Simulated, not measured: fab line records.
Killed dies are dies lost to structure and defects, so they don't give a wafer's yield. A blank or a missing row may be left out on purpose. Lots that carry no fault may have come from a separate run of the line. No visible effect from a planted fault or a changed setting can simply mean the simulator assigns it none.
Chamber matching	flow n5_finfet	N5_BEOL_M8_PECVD_70 on pecvd-02 has 3 sister chambers
The step deposits SiO2 from TEOS/O2, target thk 20 nm, time 22.7 s. 16 wafers are shown with their chamber, then 8 later ones without.

EACH WAFER AND ITS CHAMBER
wafer	chamber	showerhead_plenum_p_Torr (Torr)	throttle_valve_pct (%)	heater_power_w (W)
L077.1	2	8.79	22.1	896
L077.2	0	8.70	22.9	734
L077.5	1	8.68	22.2	670
L083.1	2	8.81	22.2	858
L083.5	2	8.81	22.2	849
L083.6	1	8.69	21.9	762
L082.3	2	8.80	22.1	869
L082.5	0	8.71	22.8	720
L082.6	1	8.68	22.3	787
L085.3	1	8.68	22.2	750
L085.4	1	8.66	22.2	754
L085.6	0	8.71	22.9	688
L086.2	0	8.70	22.8	608
L086.3	2	8.77	22.3	880
L086.6	0	8.71	23.0	625
L087.3	2	8.77	22.1	971

SIGNATURES (averages over the wafers above)
reading	chamber 0	chamber 1	chamber 2	scatter within a chamber
showerhead_plenum_p_Torr	8.7060	8.6780	8.7917	0.0133
throttle_valve_pct	22.880	22.160	22.167	0.109
heater_power_w	675.00	744.60	887.17	48.2
Rule: a wafer's distance from a chamber is the root of the sum, over the readings, of the square of ((its reading less the chamber's mean) divided by the reading's scatter). The wafer belongs to the nearest chamber; if the next one is less than 2 further off, it can't be placed. How the scatter is found: for the shown wafers, subtract from each reading the mean of its chamber, square and add these, divide the total by (wafers less chambers), then take the root.

WAFERS MISSING THEIR CHAMBER
wafer	showerhead_plenum_p_Torr (Torr)	throttle_valve_pct (%)	heater_power_w (W)
L087.4	8.80	22.1	994
L087.6	8.68	22.9	657
L079.1	8.79	22.2	854
L079.2	8.70	22.6	713
L079.6	8.67	22.0	672
L095.1	8.79	22.1	866
L095.4	8.69	22.7	640
L095.6	8.78	22.5	905

WHICH CHAMBER EACH ONE RAN IN
wafer	from the rows above	in truth
L087.4	2	2
L087.6	0	0
L079.1	2	2
L079.2	can't be placed: 0 or 1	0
L079.6	1	1
L095.1	2	2
L095.4	0	0
L095.6	2	2
7 of 8 placed correctly. These rows do not allow placing 1 (true chamber among the candidates in 1). Number placed wrongly: 0.
